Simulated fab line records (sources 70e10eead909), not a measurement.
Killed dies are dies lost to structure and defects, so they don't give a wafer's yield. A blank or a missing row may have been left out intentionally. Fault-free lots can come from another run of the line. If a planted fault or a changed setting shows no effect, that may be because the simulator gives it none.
A single fault, viewed from 2 desks ; flow nand_harc ; every desk sees just its own numbers, and what lay behind them comes last

== METROLOGY DESK ==
Means of the sampled wafers that have a number, per lot and without regard to the tool the lot ran on: this is what the gauges read. Marked OUT: a lot whose mean sits more than 4 standard deviations from the usual mean, which makes it out of limits; the brackets give that distance.
Columns: A = overlay_x_nm at NHARC_A_SLIT_OVL_MEAS_10, usual 0.1 nm; B = overlay_y_nm at NHARC_A_SLIT_OVL_MEAS_10, usual -0.1 nm
lot;first seen here;A;B
L598;day 14 09:27;-0.3;-0.9
L599;day 14 09:36;0.8;0.7
L603;day 15 16:59;-0.1;-0.4
L606;day 16 08:46;-0.0;-1.1
L608;day 16 16:26;0.2;-2.5
L609;day 17 04:46;-0.8;-0.3
L611;day 17 06:05;8.9 (+10) OUT;-0.2
L617;day 19 03:55;9.9 (+11) OUT;0.9
L618;day 19 04:05;-1.0;-0.9
L621;day 19 16:12;-1.5;-1.0
L620;day 19 17:09;1.5;0.8
This desk finds L611, L617 out of limits, L611 being first, at day 17 06:05 (overlay_x_nm at NHARC_A_SLIT_OVL_MEAS_10). L598, L599, L603, L606, L608, L609, L618, L621, L620 stayed within limits.

== DESK OF THE TOOL OWNER: arfi_scanner-01 ==
The tool's own readings at NHARC_A_SLIT_EXPOSE_06 (exposes mask SLIT): means of the sampled wafers that have a number, for each lot that ran on this tool. Marked OUT: a lot whose mean sits more than 4 standard deviations from the usual mean, which makes it out of limits; the brackets give that distance.
Columns: A = exposure_dose_mJ_cm2 at NHARC_A_SLIT_EXPOSE_06, usual 60.78
lot;first seen here;A
L598;day 14 09:13;60.70
L608;day 16 16:12;60.74
L609;day 17 04:32;60.79
L611;day 17 05:51;60.76
L617;day 19 03:41;60.69
This desk's verdict: no lot among the 5 shows anything out of limits.

== BROUGHT TOGETHER ==
On L611, L617, the metrology desk was in a position to raise an alarm at day 17 06:05.
The tool owner's desk saw nothing out of limits.
Tool owner's desk: L611, L617 on record, inside its limits.
All the named lots went through NHARC_A_SLIT_EXPOSE_06 on arfi_scanner-01.

== WHAT THE SIMULATOR HAD INSERTED ==
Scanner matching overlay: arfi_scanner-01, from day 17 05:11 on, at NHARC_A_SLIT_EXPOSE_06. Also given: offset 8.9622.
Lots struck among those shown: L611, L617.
Time in hours between the start of the fault and the first out-of-limits reading at each desk: metrology desk, 1.
